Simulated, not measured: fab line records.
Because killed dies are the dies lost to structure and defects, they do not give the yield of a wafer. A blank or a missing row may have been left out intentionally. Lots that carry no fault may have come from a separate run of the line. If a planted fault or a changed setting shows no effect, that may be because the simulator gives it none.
Matching of chambers || flow n5Finfet || 4 sister chambers for N5_BEOL_M7_STRIP_36 on rieDiel-03
The step strips in N2/H2. 4 wafers are shown with their chamber, then 10 later ones without.

EACH WAFER AND ITS CHAMBER
{"wafer": "L086.1", "chamber": 0, "drypumpMotorCurrentA (A)": 6.1}
{"wafer": "L086.3", "chamber": 3, "drypumpMotorCurrentA (A)": 6.5}
{"wafer": "L086.6", "chamber": 2, "drypumpMotorCurrentA (A)": 5.8}
{"wafer": "L093.5", "chamber": 1, "drypumpMotorCurrentA (A)": 6.6}

WAFERS MISSING THEIR CHAMBER
{"wafer": "L093.6", "drypumpMotorCurrentA (A)": 5.8}
{"wafer": "L092.1", "drypumpMotorCurrentA (A)": 6.5}
{"wafer": "L092.2", "drypumpMotorCurrentA (A)": 6.6}
{"wafer": "L092.5", "drypumpMotorCurrentA (A)": 5.8}
{"wafer": "L094.2", "drypumpMotorCurrentA (A)": 6.1}
{"wafer": "L094.3", "drypumpMotorCurrentA (A)": 6.5}
{"wafer": "L094.6", "drypumpMotorCurrentA (A)": 6.5}
{"wafer": "L095.2", "drypumpMotorCurrentA (A)": 6.5}
{"wafer": "L095.5", "drypumpMotorCurrentA (A)": 6.0}
{"wafer": "L095.6", "drypumpMotorCurrentA (A)": 6.6}

WHICH CHAMBER EACH ONE RAN IN
{"wafer": "L093.6", "from the rows above": 2, "in truth": 2}
{"wafer": "L092.1", "from the rows above": 3, "in truth": 3}
{"wafer": "L092.2", "from the rows above": 1, "in truth": 1}
{"wafer": "L092.5", "from the rows above": 2, "in truth": 2}
{"wafer": "L094.2", "from the rows above": 0, "in truth": 0}
{"wafer": "L094.3", "from the rows above": 3, "in truth": 3}
{"wafer": "L094.6", "from the rows above": 3, "in truth": 3}
{"wafer": "L095.2", "from the rows above": 3, "in truth": 3}
{"wafer": "L095.5", "from the rows above": 0, "in truth": 0}
{"wafer": "L095.6", "from the rows above": 1, "in truth": 1}
Correctly placed: 10 of 10. From these rows, 0 cannot be placed. Number placed wrongly: 0.
How it was worked out, from the rows above alone: a wafer's distance from a chamber is the root of the sum, over the readings, of the square of ((its reading less the chamber's mean) divided by the reading's scatter). If the next closest chamber is less than 2 further off than the closest, the wafer can't be placed; otherwise it belongs to the closest. Each chamber's mean is taken over the wafers shown for it. The scatter: root of mean squared gap, hidden wafer to nearest shown wafer, with one shown wafer a chamber.
